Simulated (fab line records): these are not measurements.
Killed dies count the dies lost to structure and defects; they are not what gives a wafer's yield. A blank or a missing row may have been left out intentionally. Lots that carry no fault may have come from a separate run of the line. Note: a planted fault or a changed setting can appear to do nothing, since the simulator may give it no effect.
A struck lot beside a sound one ; flow nand harc ; 15 out of 1302 route steps
Sound: the wafers L896.2, L896.3, L896.5. Struck: wafer L894.5 (left out: L894.3, a lot-mate that was not struck); the cause follows at the end.
At each step with rows: each side's tool, then ch and its chambers, then its first start. Under that, the readings that differ: sound wafers ; struck wafers ; difference of the means ; sigmas: that difference in standard deviations of wafers without a fault.
alike: a reading whose means differ by less than 2 such deviations, as well as words and numbers matching on both sides. not compared: withheld readings; readings where some wafer has no value; bounds like >300 that might hide an equal value; numbers whose values overlap and for which the record gives no deviation.
Wherever a step has rows on one side only, a row that says differs or no value, or a row with sigmas, the two part there. When numbers do not overlap yet have no deviation, they are printed without sigmas and do not part them. A reading missing from all wafers of one side parts the sides only when that side holds two or more wafers.

first, 7 steps without rows for these wafers: NHARC_A_BLC_COAT_03 (time 65 s); NHARC_A_BLC_COAT_04 (resist thk 90 nm); NHARC_A_BLC_SOFTBAKE_05 (time 55 s); NHARC_A_BLC_EBR_06; NHARC_A_BLC_EXPOSE_07 (exposes mask A BLC, target cd 100 nm); NHARC_A_BLC_PEB_08 (peb time 65 s); NHARC_A_BLC_DEVELOP_09 (develop time 35 s).
NHARC_A_BLC_CD_MEAS_10 targets a cd of 100 nm.
  sound on cd sem-03 ch 0, day 27 19:05; struck on cd sem-03 ch 0, day 27 04:32
  alike: cd nm
NHARC_A_BLC_OVL_MEAS_11:
  struck on overlay-02, day 27 04:37; sound on overlay-02, day 27 19:10
  alike: overlay x nm, overlay y nm
NHARC_A_BLC_INSPECT_12:
  struck on defect inspect-02, day 27 04:39; sound on defect inspect-02, day 27 19:13
  alike: raw defect count
NHARC_A_BLC_DESCUM_15: chemistry O2, time 3 s.
  sound on rie diel-06 ch 2,3, day 27 19:16; struck on rie diel-04 ch 2, day 27 04:43
  alike: chamber pressure mTorr, drypump motor current A, oes product au, rf vpp V, showerhead plenum p Torr, throttle valve pct
  not compared: rf hours counter h
NHARC_A_BLC_ETCH_16: etches the open film in CF4, target depth 39 nm, time 65 s.
  sound on rie diel-06 ch 0,1,3, day 27 19:22; struck on rie diel-04 ch 1, day 27 04:49
  alike: chamber pressure mTorr, drypump motor current A, oes product au, rf vpp V, run length s, showerhead plenum p Torr, throttle valve pct
  not compared: rf hours counter h
NHARC_A_BLC_ETCH_17: etches the open film in N2/H2, target depth 390 nm, time 609.38 s.
  sound on rie diel-06 ch 1,3, day 27 19:27; struck on rie diel-04 ch 2, day 27 04:56
reading;sound;struck;difference;sigmas
run length s (s);630.5 630.4 630.6;616.4;-14.1;-34
  alike: chamber pressure mTorr, drypump motor current A, oes product au, rf vpp V, showerhead plenum p Torr, throttle valve pct
  not compared: rf hours counter h
NHARC_A_BLC_ETCH_18: etches the open film in C4F8/O2/Ar, target depth 910 nm.
  sound on rie diel-06 ch 1,2,3; struck on rie diel-04 ch 0
  alike: chamber pressure mTorr, oes product au, rf vpp V
  not compared: rf hours counter h
NHARC_END_SORT_01:
  sound on prober-01 ch 0, day 29 14:19; struck on prober-01 ch 0, day 29 03:53
reading;sound;struck;difference;sigmas
killed at periphery;13 14 13;4;-9;-3
  alike: killed at array, killed at other, killed dies, killed open, killed short

WHERE THEY PART
At NHARC_A_BLC_ETCH_17 first; at NHARC_END_SORT_01 last (within this record only).

WHY: the cause the simulator had injected
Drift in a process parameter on rie diel-04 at NHARC_A_BLC_ETCH_17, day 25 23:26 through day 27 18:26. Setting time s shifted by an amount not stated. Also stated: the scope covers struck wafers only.
